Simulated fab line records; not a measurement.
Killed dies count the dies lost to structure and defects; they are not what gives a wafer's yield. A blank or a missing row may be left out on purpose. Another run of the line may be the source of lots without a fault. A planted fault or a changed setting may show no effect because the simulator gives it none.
Matching of chambers :: flow nandHarc :: NHARC_A_STAIRCASE_DEP_417 on pecvd-02 has 3 sister chambers
The step deposits Si3N4, target thk 60 nm. 6 wafers are shown with their chamber, then 8 later ones without.

== EACH WAFER AND ITS CHAMBER ==
wafer: L077.4
chamber: 1
heaterPowerW (W): 676
heaterPowerOuterW (W): 413

wafer: L075.3
chamber: 1
heaterPowerW (W): 720
heaterPowerOuterW (W): 451

wafer: L080.2
chamber: 0
heaterPowerW (W): 723
heaterPowerOuterW (W): 391

wafer: L080.4
chamber: 2
heaterPowerW (W): 825
heaterPowerOuterW (W): 481

wafer: L080.6
chamber: 0
heaterPowerW (W): 723
heaterPowerOuterW (W): 394

wafer: L085.1
chamber: 2
heaterPowerW (W): 830
heaterPowerOuterW (W): 488

== WAFERS MISSING THEIR CHAMBER ==
wafer: L085.4
heaterPowerW (W): 665
heaterPowerOuterW (W): 422

wafer: L085.5
heaterPowerW (W): 799
heaterPowerOuterW (W): 445

wafer: L089.1
heaterPowerW (W): 848
heaterPowerOuterW (W): 492

wafer: L089.2
heaterPowerW (W): 760
heaterPowerOuterW (W): 409

wafer: L089.5
heaterPowerW (W): 846
heaterPowerOuterW (W): 491

wafer: L093.1
heaterPowerW (W): 893
heaterPowerOuterW (W): 531

wafer: L093.2
heaterPowerW (W): 825
heaterPowerOuterW (W): 449

wafer: L093.6
heaterPowerW (W): 914
heaterPowerOuterW (W): 530

== EACH ONE'S CHAMBER ==
wafer: L085.4
from the rows above: can't be placed: 1 or 0
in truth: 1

wafer: L085.5
from the rows above: 2
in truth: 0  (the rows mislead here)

wafer: L089.1
from the rows above: 2
in truth: 2

wafer: L089.2
from the rows above: can't be placed: 0 or 1
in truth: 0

wafer: L089.5
from the rows above: 2
in truth: 2

wafer: L093.1
from the rows above: 2
in truth: 2

wafer: L093.2
from the rows above: 2
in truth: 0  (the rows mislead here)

wafer: L093.6
from the rows above: 2
in truth: 2
Placed correctly: 4 of 8. These rows do not allow placing 2 (true chamber among the candidates in 2). 2 placed wrongly.
How it was worked out, from the rows above alone: a wafer's distance from a chamber is the root of the sum, over the readings, of the square of ((its reading less the chamber's mean) divided by the reading's scatter). The wafer belongs to the nearest chamber; if the next one is less than 2 further off, it can't be placed. Each chamber's mean is taken over the wafers shown for it. How the scatter is found: for the shown wafers, subtract from each reading the mean of its chamber, square and add these, divide the total by (wafers less chambers), then take the root.
